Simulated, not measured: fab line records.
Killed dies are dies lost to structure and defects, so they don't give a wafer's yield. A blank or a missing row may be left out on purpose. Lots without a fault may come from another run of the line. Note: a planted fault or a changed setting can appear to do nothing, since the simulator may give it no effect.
fab line records	flow nand-harc
record: lots: 6	wafers: 18	last-day: 33
route steps=1302 shown P_M2@328 END@1302
lots that met no fault: from a run of the same line without faults
start-h: hours from the record's opening day to when the first of the lot's shown wafers began	wait-h: time in hours since the lot's previous step	" as in the row above	L1.1+2: several wafers, shown together as one row	- no value, or no start given	* or withheld: withheld	< > ~ a bound
route shown NAME@n: NAME is a module with steps in the file, n the number in the route of the first one	usual: mean and standard deviation over wafers with no fault	same: alike in all rows	chamber/n: place in a boat	sites: per-site readings	_std_site: standard deviation of those values	_edge_site: inner sites' mean taken away from outer sites' mean	radius-mm: how far each site lies from the wafer's centre	mask NAME#n: copy n	behind: the last tool/chamber to shape the wafer	hold: cause of the lot's hold/its duration in hours/its outcome	device: transistor that didn't switch, given as n, p or np	end of line: tests run on the same wafers once the route is complete	step lacking rows: just its recipe	killed: count of dies lost to structure and defects at first sort (not the wafer's yield)	map: shows each die of a wafer: x if killed, . if not, _ if none is there
set.NAME: the run value of the setting; set.NAME@STEP: its run value at that earlier step	model.NAME: the simulator's own value behind a step, which no gauge read
certain route steps with their lots: each step a table, each wafer a row
services: from which hour (start-h, from the record's first day; less than 0 if before it) a tool's chamber was out of use, for how many hours, and why
== steps ==
step: NHARC_P_M2_CD_MEAS_09
recipe: target-cd-nm: 170	landing-energy-ev: 500
usual: cd-nm: 170.2/0.61
lot.wafer	tool	chamber	start-h	wait-h	cd-nm
L717.2	cd-sem-03	0	134.77	-	169.9
L717.3	"	0	"	"	170.8
L717.4	"	0	"	"	169.8
L718.2	cd-sem-02	0	151.74	-	170.4
L718.3	"	0	"	"	169.2
L718.4	"	0	"	"	169.9
L721.2	cd-sem-02	0	168.26	-	170.1
L721.3	"	0	"	"	170.0
L721.6	"	0	"	"	170.3
L734.2	cd-sem-02	0	299.00	-	170.2
L734.4	"	0	"	"	170.2
L734.5	"	0	"	"	170.8
L736.4	cd-sem-03	0	316.29	-	169.5
L736.5	"	0	"	"	170.3
L736.6	"	0	"	"	170.1
L740.1	cd-sem-02	0	362.50	-	171.7
L740.2	"	0	"	"	170.5
L740.3	"	0	"	"	170.8
step: NHARC_P_M2_OVL_MEAS_10
recipe: pitch-nm: 340
usual: overlay-x-nm: 0.0/0.76	overlay-y-nm: -0.2/0.84
lot.wafer	tool	chamber	start-h	wait-h	overlay-x-nm	overlay-y-nm
L717.2	overlay-02	-	134.86	-	-1.4	-1.7
L717.3	"	-	"	"	-1.8	-1.8
L717.4	"	-	"	"	-0.8	-1.9
L718.2	overlay-01	-	151.83	-	-1.3	0.9
L718.3	"	-	"	"	-1.1	0.5
L718.4	"	-	"	"	-2.0	1.1
L721.2	overlay-01	-	168.35	-	-0.1	-0.9
L721.3	"	-	"	"	-0.3	-1.8
L721.6	"	-	"	"	-0.2	-1.6
L734.2	overlay-01	-	299.09	-	1.2	-0.3
L734.4	"	-	"	"	1.4	-0.6
L734.5	"	-	"	"	1.5	-1.1
L736.4	overlay-01	-	316.37	-	0.0	-0.1
L736.5	"	-	"	"	-0.7	-0.3
L736.6	"	-	"	"	-0.4	-0.2
L740.1	overlay-01	-	362.58	-	0.2	-1.1
L740.2	"	-	"	"	-0.5	-0.9
L740.3	"	-	"	"	0.4	-0.8
step: NHARC_P_M2_INSPECT_11
usual: raw-defect-count: 4.1/2.3
lot.wafer	tool	chamber	start-h	wait-h	raw-defect-count
L717.2	defect-inspect-01	-	134.90	0.0	2
L717.3	"	-	"	"	5
L717.4	"	-	"	"	1
L718.2	defect-inspect-02	-	151.87	0.0	3
L718.3	"	-	"	"	5
L718.4	"	-	"	"	5
L721.2	defect-inspect-01	-	168.39	0.0	2
L721.3	"	-	"	"	2
L721.6	"	-	"	"	3
L734.2	defect-inspect-02	-	299.13	0.0	4
L734.4	"	-	"	"	2
L734.5	"	-	"	"	2
L736.4	defect-inspect-02	-	316.41	0.0	7
L736.5	"	-	"	"	3
L736.6	"	-	"	"	3
L740.1	defect-inspect-01	-	362.62	0.0	4
L740.2	"	-	"	"	4
L740.3	"	-	"	"	4
step: NHARC_P_M2_DESCUM_14
recipe: time-s: 3	o2-flow-sccm: 200	ar-flow-sccm: 0	bias-power-w: 0	chemistry: O2
usual: chamber-pressure-mTorr: 59.99/0.054	drypump-motor-current-A: 5.7/0.48	oes-product-au: 1.000/0.0086	rf-vpp-V: 57.6/0.78	showerhead-plenum-p-Torr: 1.84/0.077	throttle-valve-pct: 11.313/0.0099
lot.wafer	tool	chamber	start-h	wait-h	chamber-pressure-mTorr	drypump-motor-current-A	oes-product-au	rf-hours-counter-h	rf-vpp-V	showerhead-plenum-p-Torr	throttle-valve-pct
L717.4	rie-diel-07	1	134.96	0.1	60.00	6.5	0.999	0.7	58.4	1.84	11.321
L717.3	"	2	"	"	59.88	5.6	0.990	0.5	57.2	1.83	11.301
L717.2	"	0	"	"	59.94	5.9	0.994	0.7	57.6	1.88	11.326
L718.4	rie-diel-08	3	151.93	0.1	59.94	5.4	1.010	6.4	57.6	1.79	11.316
L718.2	"	0	"	"	60.13	6.0	1.003	6.9	57.0	1.78	11.321
L718.3	"	1	"	"	60.03	6.1	0.996	7.0	58.2	1.81	11.305
L721.2	rie-diel-08	0	168.45	0.1	59.99	5.9	0.995	8.4	57.6	1.78	11.326
L721.3	"	2	"	"	59.96	5.9	0.997	7.6	57.4	1.79	11.316
L721.6	"	1	"	"	60.00	6.1	0.992	-	57.5	1.81	11.292
L734.4	rie-diel-08	0	299.19	0.1	59.94	6.0	1.005	5.3	57.1	1.78	11.299
L734.2	"	2	"	"	60.00	5.9	1.013	4.8	57.6	1.79	11.312
L734.5	"	1	"	"	59.92	6.1	1.005	-	57.2	1.81	11.309
L736.4	rie-diel-07	0	316.47	0.1	59.94	5.9	0.999	0.9	57.6	1.88	11.298
L736.5	"	0	"	"	59.98	5.9	0.990	-	57.1	1.88	11.321
L736.6	"	1	"	"	59.96	6.5	0.974	-	57.6	1.84	11.318
L740.3	rie-diel-05	3	362.68	0.1	60.02	4.9	1.016	6.7	58.2	1.84	11.308
L740.2	"	1	"	"	59.97	6.4	0.999	6.3	58.9	1.83	11.301
L740.1	"	2	"	"	59.97	5.2	1.009	5.7	55.7	1.80	11.314
step: NHARC_P_M2_ETCH_35
recipe: target-depth-a: 400	overetch-a: 120	time-s: 43.94	ion-energy-ev: 200	n2-flow-sccm: 150	h2-flow-sccm: 150	ar-flow-sccm: 0	rf-w: 400	bias-w: 150	chemistry: N2/H2
usual: chamber-pressure-mTorr: 30.005/0.027	drypump-motor-current-A: 5.7/0.49	n2-flow-sccm: 150.0/0.43	oes-product-au: 0.999/0.01	rf-vpp-V: 428.4/2.5	showerhead-plenum-p-Torr: 1.96/0.082	throttle-valve-pct: 14.172/0.0091
lot.wafer	tool	chamber	start-h	wait-h	chamber-pressure-mTorr	drypump-motor-current-A	n2-flow-sccm	oes-product-au	rf-hours-counter-h	rf-vpp-V	showerhead-plenum-p-Torr	throttle-valve-pct
L717.3	rie-diel-07	1	135.04	0.1	29.963	6.5	149.5	0.999	0.7	429.0	1.96	14.175
L717.2	"	2	"	"	30.036	5.6	149.7	0.990	0.5	427.9	1.94	14.164
L717.4	"	3	"	"	30.024	5.3	150.5	1.013	0.5	434.2	2.20	14.186
L718.3	rie-diel-08	0	152.01	0.1	29.989	6.0	149.5	0.998	6.9	425.4	1.89	14.169
L718.4	"	1	"	"	29.977	6.1	149.7	0.991	7.1	429.0	1.93	14.157
L718.2	"	2	"	"	29.979	5.9	149.6	1.001	6.4	426.3	1.90	14.165
L721.2	rie-diel-08	2	168.53	0.1	29.972	5.9	150.3	1.001	7.6	426.1	1.90	14.182
L721.3	"	3	"	"	29.984	5.4	150.1	1.019	7.8	426.7	1.91	14.169
L721.6	"	2	"	"	29.987	5.9	150.1	1.001	-	427.1	1.90	14.156
L734.2	rie-diel-08	2	299.27	0.1	29.966	5.9	150.2	1.000	4.8	424.9	1.90	14.172
L734.4	"	3	"	"	30.033	5.4	149.8	1.001	4.8	427.4	1.91	14.161
L734.5	"	2	"	"	30.019	5.9	149.8	1.000	-	425.9	1.90	14.156
L736.4	rie-diel-07	0	316.57	0.1	29.985	5.8	150.7	1.007	0.9	429.8	2.00	14.180
L736.6	"	1	"	"	29.964	6.5	150.2	0.985	-	426.2	1.96	14.172
L736.5	"	2	"	"	30.012	5.6	150.5	0.997	-	428.2	1.94	14.175
L740.1	rie-diel-05	2	362.77	0.1	30.002	5.2	150.3	1.009	5.7	426.8	1.91	14.186
L740.2	"	0	"	"	30.000	5.3	150.3	1.000	5.6	426.2	1.90	14.155
L740.3	"	1	"	"	30.066	6.5	149.4	1.003	6.3	428.0	1.95	14.165
step: NHARC_P_M2_ETCH_15
recipe: target-depth-a: 1825	time-s: 91.2	c4f8-flow-sccm: withheld	ar-flow-sccm: 400	rf-w: 600	bias-w: 300	chemistry: C4F8/Ar
step: NHARC_P_M2_CD_MEAS_16
usual: cd-nm: 170.1/0.82
lot.wafer	tool	chamber	start-h	wait-h	cd-nm
L717.2	cd-sem-01	-	135.26	-	170.8
L717.3	"	-	"	"	170.9
L717.4	"	-	"	"	169.5
L718.2	cd-sem-01	-	152.23	-	169.8
L718.3	"	-	"	"	170.5
L718.4	"	-	"	"	168.9
L721.2	cd-sem-01	-	168.76	-	169.8
L721.3	"	-	"	"	171.0
L721.6	"	-	"	"	170.5
L734.2	cd-sem-01	-	299.50	-	171.0
L734.4	"	-	"	"	169.8
L734.5	"	-	"	"	171.2
L736.4	cd-sem-02	-	316.82	-	169.4
L736.5	"	-	"	"	169.7
L736.6	"	-	"	"	169.3
L740.1	cd-sem-03	-	362.99	-	170.9
L740.2	"	-	"	"	170.5
L740.3	"	-	"	"	170.6
step: NHARC_P_M2_STRIP_18
recipe: power-w: 1000	n2-flow-sccm: 150	h2-flow-sccm: 150	ar-flow-sccm: 0	bias-w: 0	chemistry: N2/H2
usual: chamber-pressure-mTorr: 30.001/0.027	drypump-motor-current-A: 5.8/0.46	n2-flow-sccm: 149.9/0.42	oes-product-au: 0.999/0.0087	rf-vpp-V: 90.1/1	showerhead-plenum-p-Torr: 1.95/0.077	throttle-valve-pct: 14.171/0.01
lot.wafer	tool	chamber	start-h	wait-h	chamber-pressure-mTorr	drypump-motor-current-A	n2-flow-sccm	oes-product-au	rf-hours-counter-h	rf-vpp-V	showerhead-plenum-p-Torr	throttle-valve-pct
L717.3	rie-diel-05	0	135.36	0.1	30.006	5.3	150.1	0.998	4.0	89.8	1.90	14.165
L717.2	"	1	"	"	29.989	6.4	150.1	1.005	4.0	89.3	1.96	14.162
L717.4	"	2	"	"	30.021	5.2	150.2	1.001	4.4	89.8	1.92	14.149
L718.4	rie-diel-07	0	152.30	0.1	30.000	5.9	149.8	1.003	1.8	90.0	2.00	14.169
L718.2	"	1	"	"	29.956	6.5	149.8	0.991	1.8	87.9	1.96	14.172
L718.3	"	3	"	"	30.026	5.3	150.4	1.010	1.3	92.6	2.20	14.167
L721.3	rie-diel-05	2	168.86	0.1	29.993	5.2	149.5	1.002	6.6	90.2	1.91	14.176
L721.2	"	3	"	"	29.986	4.9	149.7	0.995	6.8	89.9	1.96	14.174
L721.6	"	1	"	"	29.973	6.5	149.1	1.001	-	91.1	1.96	14.168
L734.2	rie-diel-08	1	299.62	0.1	29.982	6.1	150.3	1.001	5.5	89.1	1.93	14.163
L734.4	"	2	"	"	29.993	5.9	150.4	1.005	4.9	90.8	1.90	14.164
L734.5	"	0	"	"	30.000	6.0	149.6	1.000	-	90.0	1.89	14.166
L736.4	rie-diel-07	3	316.91	0.1	29.993	5.3	150.0	1.004	1.0	92.9	2.19	14.173
L736.5	"	2	"	"	30.002	5.6	150.1	0.994	-	89.5	1.94	14.171
L736.6	"	3	"	"	29.999	5.3	150.3	1.008	-	92.0	2.19	14.176
L740.2	rie-diel-08	1	363.06	0.1	30.020	6.1	149.8	1.003	9.2	89.7	1.92	14.176
L740.3	"	2	"	"	29.984	5.9	150.1	0.994	8.5	89.6	1.90	14.168
L740.1	"	0	"	"	30.006	5.9	150.2	0.998	7.0	89.0	1.89	14.187
step: NHARC_P_M2_ETCH_28
recipe: target-depth-a: 300	over-etch-frac: 0.3	time-s: 72.99	ion-energy-ev: 150	cf4-flow-sccm: 50	n2-flow-sccm: 100	ar-flow-sccm: 150	rf-w: 300	bias-w: 100	chemistry: CF4/N2
usual: chamber-pressure-mTorr: 29.997/0.028	drypump-motor-current-A: 5.7/0.46	n2-flow-sccm: 100.0/0.3	oes-product-au: 1.000/0.009	rf-vpp-V: 312.4/1.8	showerhead-plenum-p-Torr: 2.52/0.094	throttle-valve-pct: 19.794/0.0091
lot.wafer	tool	chamber	start-h	wait-h	chamber-pressure-mTorr	drypump-motor-current-A	n2-flow-sccm	oes-product-au	rf-hours-counter-h	rf-vpp-V	showerhead-plenum-p-Torr	throttle-valve-pct
L717.4	rie-diel-05	1	-	-	29.975	6.5	99.9	1.012	4.1	313.2	2.53	19.775
L717.3	"	3	"	"	29.983	4.9	99.6	0.991	4.5	312.9	2.53	19.778
L717.2	"	0	"	"	29.967	5.3	99.8	1.004	4.1	311.9	2.46	19.797
L718.4	rie-diel-07	2	-	-	29.990	5.6	99.8	0.997	1.4	311.9	2.51	19.802
L718.3	"	3	"	"	29.996	5.3	100.2	1.005	1.4	318.2	2.81	19.796
L718.2	"	0	"	"	29.950	5.9	99.4	0.996	1.8	314.1	2.58	19.800
L721.2	rie-diel-05	2	-	-	29.999	5.2	100.2	1.010	6.7	312.0	2.48	19.788
L721.3	"	3	"	"	30.034	4.9	100.0	0.987	6.8	312.5	2.53	19.784
L721.6	"	2	"	"	30.008	5.2	99.8	1.012	-	313.2	2.48	19.778
L734.4	rie-diel-08	0	-	-	30.012	5.9	99.6	0.999	5.4	311.4	2.45	19.808
L734.2	"	1	"	"	30.007	6.1	100.0	0.995	5.6	312.1	2.49	19.797
L734.5	"	2	"	"	29.998	5.9	100.0	1.005	-	311.1	2.46	19.792
L736.4	rie-diel-07	3	-	-	30.003	5.3	100.1	1.003	1.0	316.3	2.81	19.800
L736.5	"	3	"	"	29.960	5.3	100.2	1.002	-	318.2	2.81	19.811
L736.6	"	0	"	"	30.037	5.9	100.0	0.995	-	312.9	2.58	19.779
L740.1	rie-diel-08	0	-	-	30.040	6.0	100.4	0.999	7.1	311.2	2.45	19.780
L740.2	"	1	"	"	30.015	6.1	99.5	0.987	9.3	312.9	2.49	19.792
L740.3	"	3	"	"	29.949	5.4	99.8	0.997	8.1	311.6	2.47	19.794
step: NHARC_P_M2_STRIP_19
recipe: time-s: 600	temp-c: 30	chemistry: post-etch-residue-remover
step: NHARC_P_M2_DEGAS_29
recipe: temp-c: 250	time-s: 60
step: NHARC_P_M2_PRE_CLEAN_30
recipe: time-s: 30	temp-c: 280	gas: H2/He
step: NHARC_P_M2_PVD_20
recipe: target-thk-a: 50	bias-v: 168.6	power-w: 15000	chamber-pressure-pa: 0.12	time-s: 8.06	substrate-temp-c: 50	material: TaN
usual: cathode-dc-power-W: 15001/2.4	throttle-valve-pct: 30.3/1.3
lot.wafer	tool	chamber	start-h	wait-h	cathode-dc-power-W	throttle-valve-pct
L717.4	pvd-sputter-01	-	136.08	-	15001	31.0
L717.2	"	-	"	"	14997	29.3
L717.3	"	-	"	"	14998	31.0
L718.3	pvd-sputter-02	-	153.07	-	15005	31.2
L718.4	"	-	"	"	14999	30.2
L718.2	"	-	"	"	15003	28.8
L721.3	pvd-sputter-02	-	169.64	-	15002	31.2
L721.2	"	-	"	"	14999	30.7
L721.6	"	-	"	"	15003	31.4
L734.2	pvd-sputter-01	-	300.36	-	14601	31.4
L734.4	"	-	"	"	14601	29.2
L734.5	"	-	"	"	14596	29.2
L736.4	pvd-sputter-01	-	317.69	-	14603	31.6
L736.6	"	-	"	"	14594	29.0
L736.5	"	-	"	"	14597	30.5
L740.1	pvd-sputter-02	-	363.83	-	15001	31.2
L740.2	"	-	"	"	15001	30.0
L740.3	"	-	"	"	14997	28.6
step: NHARC_P_M2_PVD_21
recipe: target-thk-a: 300	chamber-pressure-pa: 5	power-w: 5000	substrate-temp-c: 30	time-s: 20.49	material: Cu
usual: cathode-dc-power-W: 5000.1/0.92	throttle-valve-pct: 30.2/1.3
lot.wafer	tool	chamber	start-h	wait-h	cathode-dc-power-W	throttle-valve-pct
L717.2	pvd-sputter-01	-	-	-	5000.3	28.9
L717.3	"	-	"	"	5001.1	31.3
L717.4	"	-	"	"	4999.6	29.4
L718.3	pvd-sputter-02	-	-	-	4999.6	29.9
L718.2	"	-	"	"	4999.9	28.6
L718.4	"	-	"	"	5001.3	30.7
L721.2	pvd-sputter-02	-	-	-	5001.9	31.2
L721.3	"	-	"	"	4999.5	30.1
L721.6	"	-	"	"	5001.4	31.3
L734.2	pvd-sputter-01	-	-	-	4999.8	29.3
L734.4	"	-	"	"	4999.5	31.1
L734.5	"	-	"	"	5000.4	30.6
L736.4	pvd-sputter-01	-	-	-	4998.5	31.5
L736.6	"	-	"	"	4999.9	29.2
L736.5	"	-	"	"	5001.0	30.4
L740.1	pvd-sputter-02	-	-	-	5000.6	30.7
L740.3	"	-	"	"	5000.5	31.6
L740.2	"	-	"	"	4999.2	28.5
step: NHARC_END_SORT_01
recipe: temp-c: 25
usual: defect-limited-yield: 91.9/2.9	killed-at-array: 50/20	killed-at-other: 1.2/1.5	killed-at-periphery: 3.6/2.6	killed-dies: 55/20	killed-open: 3.4/2	killed-short: 2.7/1.6	sort_bin_2_pct: 2.9/1.3	sort_bin_3_pct: 0.6/0.38	sort_bin_4_pct: 4.6/1.6	sort-n-pass: 622/20	sort-rim-yield-pct: 93/3.8	sort-yield-pct: 91.9/2.9
same: gross-dies: 677	sort_bin_5_pct[%]: 0	sort_bin_6_pct[%]: 0	sort_bin_7_pct[%]: 0	sort_bin_8_pct[%]: 0	sort-rim-n-gross: 106.00
lot.wafer	tool	chamber	start-h	wait-h	defect-limited-yield[%]	killed-at-array	killed-at-other	killed-at-periphery	killed-dies	killed-open	killed-short	sort_bin_2_pct[%]	sort_bin_3_pct[%]	sort_bin_4_pct[%]	sort-n-pass	sort-rim-yield-pct[%]	sort-yield-pct[%]
L717.2	prober-02	0	575.00	2.8	97.2	14	3	2	19	1	4	1.5	0	1.3	658	98	97.2
L717.3	prober-02	0	575.80	3.1	96.3	19	3	3	25	2	5	0.1	0.3	3.2	652	97	96.3
L717.4	prober-02	0	576.59	3.4	97.6	14	1	1	16	1	6	0.9	0.1	1.3	661	97	97.6
L721.2	prober-01	0	604.09	2.8	91.6	55	2	0	57	3	1	2.4	0.4	5.6	620	96	91.6
L721.3	prober-01	0	604.89	3.1	90.5	56	6	2	64	6	3	3.0	0.6	5.9	613	95	90.5
L721.6	prober-01	0	607.29	4.0	90.5	61	3	0	64	1	1	4.3	0.3	4.9	613	95	90.5
L734.2	prober-01	0	716.19	2.8	92.0	45	3	6	54	6	4	3.4	0.4	4.1	623	92	92.0
L734.4	prober-01	0	717.79	3.4	96.2	21	2	3	26	3	3	1.3	0.1	2.4	651	90	96.2
L734.5	prober-01	0	718.59	3.7	91.3	54	2	3	59	5	2	2.2	0.7	5.8	618	92	91.3
L736.4	prober-01	0	747.43	3.4	96.5	20	2	2	24	5	1	1.6	0.3	1.6	653	90	96.5
L736.5	prober-01	0	748.23	3.7	92.2	52	1	0	53	7	3	3.1	0.9	3.8	624	89	92.2
L736.6	prober-01	0	749.03	4.0	90.4	61	1	3	65	3	7	4.9	0.7	4.0	612	92	90.4
killed by level:class
L717.2 A_CHANNEL_HOLE_D2:chamber-film-flake=8 THIN_TSV:chamber-film-flake=2 P_GATE:geometric-particle:short=1 A_CHANNEL_HOLE_D1:geometric-particle:short=1 A_CHANNEL_FILL_D1:geometric-particle:open=1 A_SGD_CUT:geometric-particle:short=1 STARTING-WAFER:geometric-particle:short=1 P_CONTACT:chamber-film-flake=1
L717.3 A_CHANNEL_HOLE_D2:chamber-film-flake=8 THIN_TSV:chamber-film-flake=3 A_ONON_D2:geometric-particle:short=2 A_CHANNEL_HOLE_D1:chamber-film-flake=2 A_STAIRCASE:chamber-film-flake=2 P_CONTACT:geometric-particle:short=1 A_CHANNEL_FILL_D1:geometric-particle:open=1 A_CHANNEL_FILL_D1:geometric-particle:short=1
L717.4 A_CHANNEL_FILL_D1:geometric-particle:short=3 A_CHANNEL_HOLE_D2:chamber-film-flake=3 A_DECK1_JOINT:chamber-film-flake=2 A_STAIRCASE:chamber-film-flake=2 P_M0:geometric-particle:open=1 A_ONON_D2:geometric-particle:short=1 A_WL_FILL:geometric-particle:short=1 A_BLC:geometric-particle:short=1
L721.2 A_CHANNEL_HOLE_D1:chamber-film-flake=35 A_CONTACT:chamber-film-flake=4 A_CHANNEL_HOLE_D2:chamber-film-flake=3 A_ONON_D1:geometric-particle:open=2 A_STAIRCASE:chamber-film-flake=2 A_M0:chamber-film-flake=2 THIN_TSV:chamber-film-flake=2 A_DECK1_JOINT:geometric-particle:open=1
L721.3 A_CHANNEL_HOLE_D1:chamber-film-flake=29 A_CHANNEL_HOLE_D2:chamber-film-flake=12 THIN_TSV:chamber-film-flake=5 P_CONTACT:geometric-particle:open=2 A_CONTACT:chamber-film-flake=2 A_SOURCE_PLATE:geometric-particle:open=1 A_ONON_D1:geometric-particle:short=1 A_CHANNEL_FILL_D1:geometric-particle:short=1
L721.6 A_CHANNEL_HOLE_D1:chamber-film-flake=35 A_CHANNEL_HOLE_D2:chamber-film-flake=11 A_STAIRCASE:chamber-film-flake=5 THIN_TSV:chamber-film-flake=3 A_CONTACT:chamber-film-flake=3 A_ZERO_WELL:chamber-film-flake=2 A_ONON_D2:geometric-particle:open=1 A_ONON_D2:geometric-particle:short=1
L734.2 A_SLIT:chamber-film-flake=30 A_CHANNEL_HOLE_D1:chamber-film-flake=3 A_CONTACT:chamber-film-flake=3 P_M0:geometric-particle:open=2 A_M0:geometric-particle:open=2 P_CONTACT:chamber-film-flake=2 THIN_TSV:chamber-film-flake=2 P_CONTACT:geometric-particle:short=1
L734.4 A_SLIT:chamber-film-flake=9 A_WL_FILL:chamber-film-flake=3 A_CHANNEL_HOLE_D1:chamber-film-flake=2 A_CHANNEL_HOLE_D2:chamber-film-flake=2 THIN_TSV:chamber-film-flake=2 P_CONTACT:geometric-particle:open=1 P_M0:geometric-particle:short=1 P_M2:geometric-particle:open=1
L734.5 A_SLIT:chamber-film-flake=35 A_CHANNEL_HOLE_D1:chamber-film-flake=5 A_WL_FILL:chamber-film-flake=3 A_BLC:chamber-film-flake=3 P_CONTACT:geometric-particle:open=2 A_CONTACT:chamber-film-flake=2 THIN_TSV:chamber-film-flake=2 A_ONON_D1:geometric-particle:open=1
L736.4 A_CHANNEL_HOLE_D1:chamber-film-flake=5 A_CHANNEL_HOLE_D2:chamber-film-flake=5 A_SLIT:chamber-film-flake=4 A_M0:geometric-particle:open=2 THIN_TSV:chamber-film-flake=2 P_M1:geometric-particle:open=1 A_ONON_D1:geometric-particle:open=1 A_DECK1_JOINT:geometric-particle:short=1
L736.5 A_CHANNEL_HOLE_D2:chamber-film-flake=26 A_SLIT:chamber-film-flake=11 A_CHANNEL_FILL_D2:geometric-particle:short=2 A_BLC:geometric-particle:open=2 A_M1:geometric-particle:open=2 A_STAIRCASE:chamber-film-flake=2 A_CHANNEL_HOLE_D1:geometric-particle:open=1 A_CHANNEL_FILL_D2:geometric-particle:open=1
L736.6 A_SLIT:chamber-film-flake=37 A_CHANNEL_HOLE_D1:chamber-film-flake=7 A_CHANNEL_HOLE_D2:chamber-film-flake=6 A_CHANNEL_FILL_D2:geometric-particle:short=3 A_STAIRCASE:chamber-film-flake=3 P_CONTACT:geometric-particle:open=1 P_M0:geometric-particle:short=1 P_M0:geometric-particle:open=1
== services ==
tool	chamber	start-h	hours	kind
rie-diel-07	-	117.24	9.0	pm
rie-diel-08	0	120.30	-	clean
rie-diel-08	1	120.30	-	clean
rie-diel-08	2	120.30	-	clean
rie-diel-08	3	120.30	-	clean
pvd-sputter-02	-	125.57	0.9	repair
rie-diel-05	-	127.85	3.1	repair
rie-diel-08	0	144.80	-	clean
rie-diel-08	1	144.80	-	clean
pvd-sputter-01	-	168.36	1.5	repair
rie-diel-05	3	181.98	7.8	repair
rie-diel-08	-	190.80	9.0	pm
pvd-sputter-01	-	203.63	0.7	repair
rie-diel-05	3	219.98	10.7	repair
pvd-sputter-01	-	226.00	10.0	pm
rie-diel-05	-	229.66	9.0	pm
rie-diel-05	2	246.64	15.6	repair
rie-diel-08	2	267.90	7.1	repair
rie-diel-05	0	278.54	11.5	repair
pvd-sputter-02	-	282.04	10.0	pm
rie-diel-07	3	291.53	15.1	repair
rie-diel-07	-	294.24	9.0	pm
pvd-sputter-02	-	294.78	8.7	repair
rie-diel-08	0	347.29	13.9	repair
== key ==
first-sign: step: NHARC_P_M2_PVD_20	reading: cathode-dc-power-W	direction: down	sigmas: 99+	usual: *	struck: *
effect none on later readings
met-at NHARC_P_M2_PVD_20
struck-wafers L734.2,L734.4,L734.5,L736.4,L736.5,L736.6
onset-between 136.08 300.36
fault: kind: process-parameter-drift	tool: pvd-sputter-01	chamber: -	onset-h: 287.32	steps: NHARC_P_M2_PVD_20	channel: power-w	offset: *	shape: step	end-h: 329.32	acts-in: *	stated: *
